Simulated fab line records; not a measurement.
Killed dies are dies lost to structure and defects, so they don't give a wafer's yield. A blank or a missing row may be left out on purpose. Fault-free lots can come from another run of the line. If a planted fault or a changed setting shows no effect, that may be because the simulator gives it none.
What tool caused it? -- flow nand harc -- 7 lots (19 wafers sampled), 1 step of a 1159-step route

== WHAT THE GAUGES SHOWED, per wafer ==
NHARC_A_STAIRCASE_INSPECT_155.
lot,measured,on,raw defect count
L493,day 14 07:48,defect inspect-02,479 604 407
L497,day 14 19:22,defect inspect-01,626 503 520
L501,day 16 01:37,defect inspect-02,475 363 417
L503,day 16 12:32,defect inspect-02,225 221 153
L509,day 17 23:37,defect inspect-02,370 283
L511,day 18 15:11,defect inspect-01,210 289
L515,day 19 10:38,defect inspect-01,239 258 404

== EACH LOT AND THE TOOL THAT RAN IT (in order: tool; ch and the chambers of the sampled wafers; start) ==
There is no process step in the record ahead of these readings.

== THE ANSWER, worked out from the rows above alone ==
Rule: the lots themselves supply what counts as usual. The widest of any qualifying gaps counts: lots, ordered by their means at a reading, are off when they make up no more than a third of the lots, leave a main group of 4 or more, and stand apart from it by 3 or more times the standard deviation of that group's means. Not used: any main group whose means are identical at the precision the tables above print for the reading. A lot without any number at a reading at which 4 lots or more have one is off too. Where the step has rows for the other lots, those lots are counted as sound.
None of the lots is off at any reading shown; this tells nothing.

== WHAT THE SIMULATOR PUT IN ==
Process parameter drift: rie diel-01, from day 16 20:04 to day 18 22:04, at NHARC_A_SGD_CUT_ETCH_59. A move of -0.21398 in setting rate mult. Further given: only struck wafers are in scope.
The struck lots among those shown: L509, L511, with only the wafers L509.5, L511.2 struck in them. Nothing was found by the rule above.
